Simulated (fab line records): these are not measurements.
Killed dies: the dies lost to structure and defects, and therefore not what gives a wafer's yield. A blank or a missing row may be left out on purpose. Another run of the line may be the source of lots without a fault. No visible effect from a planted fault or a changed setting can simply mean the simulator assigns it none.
Chamber matching / flow n5 finfet / N5_BEOL_M6_ETCH_72 on rie diel-02: 4 sister chambers
The step etches underlayer in N2/H2, target depth 6.5 nm, time 5.2 s. 14 wafers are shown with their chamber, then 6 later ones without.

WAFERS WITH THEIR CHAMBER
wafer=L450.1; chamber=2; drypump motor current A (A)=6.4; showerhead plenum p Torr (Torr)=2.66; throttle valve pct (%)=17.55
wafer=L450.4; chamber=1; drypump motor current A (A)=5.0; showerhead plenum p Torr (Torr)=2.69; throttle valve pct (%)=17.91
wafer=L450.6; chamber=2; drypump motor current A (A)=6.4; showerhead plenum p Torr (Torr)=2.66; throttle valve pct (%)=17.54
wafer=L453.2; chamber=1; drypump motor current A (A)=5.0; showerhead plenum p Torr (Torr)=2.69; throttle valve pct (%)=17.91
wafer=L453.4; chamber=3; drypump motor current A (A)=5.2; showerhead plenum p Torr (Torr)=2.56; throttle valve pct (%)=18.03
wafer=L453.5; chamber=0; drypump motor current A (A)=4.9; showerhead plenum p Torr (Torr)=2.55; throttle valve pct (%)=17.97
wafer=L458.1; chamber=0; drypump motor current A (A)=4.8; showerhead plenum p Torr (Torr)=2.55; throttle valve pct (%)=17.98
wafer=L458.3; chamber=2; drypump motor current A (A)=6.3; showerhead plenum p Torr (Torr)=2.65; throttle valve pct (%)=17.57
wafer=L458.4; chamber=3; drypump motor current A (A)=5.2; showerhead plenum p Torr (Torr)=2.56; throttle valve pct (%)=18.06
wafer=L459.1; chamber=0; drypump motor current A (A)=4.9; showerhead plenum p Torr (Torr)=2.55; throttle valve pct (%)=17.97
wafer=L459.4; chamber=3; drypump motor current A (A)=5.2; showerhead plenum p Torr (Torr)=2.56; throttle valve pct (%)=18.06
wafer=L459.6; chamber=1; drypump motor current A (A)=5.0; showerhead plenum p Torr (Torr)=2.68; throttle valve pct (%)=17.95
wafer=L467.3; chamber=0; drypump motor current A (A)=4.9; showerhead plenum p Torr (Torr)=2.54; throttle valve pct (%)=18.01
wafer=L467.4; chamber=2; drypump motor current A (A)=6.3; showerhead plenum p Torr (Torr)=2.64; throttle valve pct (%)=17.64

SIGNATURES (means of the wafers above)
reading=drypump motor current A; chamber 0=4.875; chamber 1=5.000; chamber 2=6.350; chamber 3=5.200; scatter within a chamber=0.0418
reading=showerhead plenum p Torr; chamber 0=2.5475; chamber 1=2.6867; chamber 2=2.6525; chamber 3=2.5600; scatter within a chamber=0.00645
reading=throttle valve pct; chamber 0=17.9825; chamber 1=17.9233; chamber 2=17.5750; chamber 3=18.0500; scatter within a chamber=0.0297
Rule: a wafer lies at a distance from a chamber equal to the root of the sum of squares, over the readings, of (its reading less the chamber's mean, divided by the reading's scatter). The wafer belongs to the nearest chamber; if the next one is less than 2 further off, it can't be placed. The scatter: take each reading less its chamber's mean, square it, sum over the shown wafers, divide by the number of wafers less the number of chambers, and take the root.

WAFERS WITHOUT THEIR CHAMBER
wafer=L471.1; drypump motor current A (A)=4.9; showerhead plenum p Torr (Torr)=2.54; throttle valve pct (%)=18.01
wafer=L471.4; drypump motor current A (A)=5.2; showerhead plenum p Torr (Torr)=2.55; throttle valve pct (%)=18.09
wafer=L471.6; drypump motor current A (A)=5.2; showerhead plenum p Torr (Torr)=2.55; throttle valve pct (%)=18.06
wafer=L472.2; drypump motor current A (A)=5.0; showerhead plenum p Torr (Torr)=2.67; throttle valve pct (%)=17.98
wafer=L472.5; drypump motor current A (A)=5.0; showerhead plenum p Torr (Torr)=2.67; throttle valve pct (%)=18.00
wafer=L472.6; drypump motor current A (A)=6.4; showerhead plenum p Torr (Torr)=2.64; throttle valve pct (%)=17.61

CHAMBER TAKEN BY EACH
wafer=L471.1; from the rows above=0; in truth=0
wafer=L471.4; from the rows above=3; in truth=3
wafer=L471.6; from the rows above=3; in truth=3
wafer=L472.2; from the rows above=1; in truth=1
wafer=L472.5; from the rows above=1; in truth=1
wafer=L472.6; from the rows above=2; in truth=2
Placed correctly: 6 of 6. From these rows, 0 cannot be placed. Placed wrongly: 0.
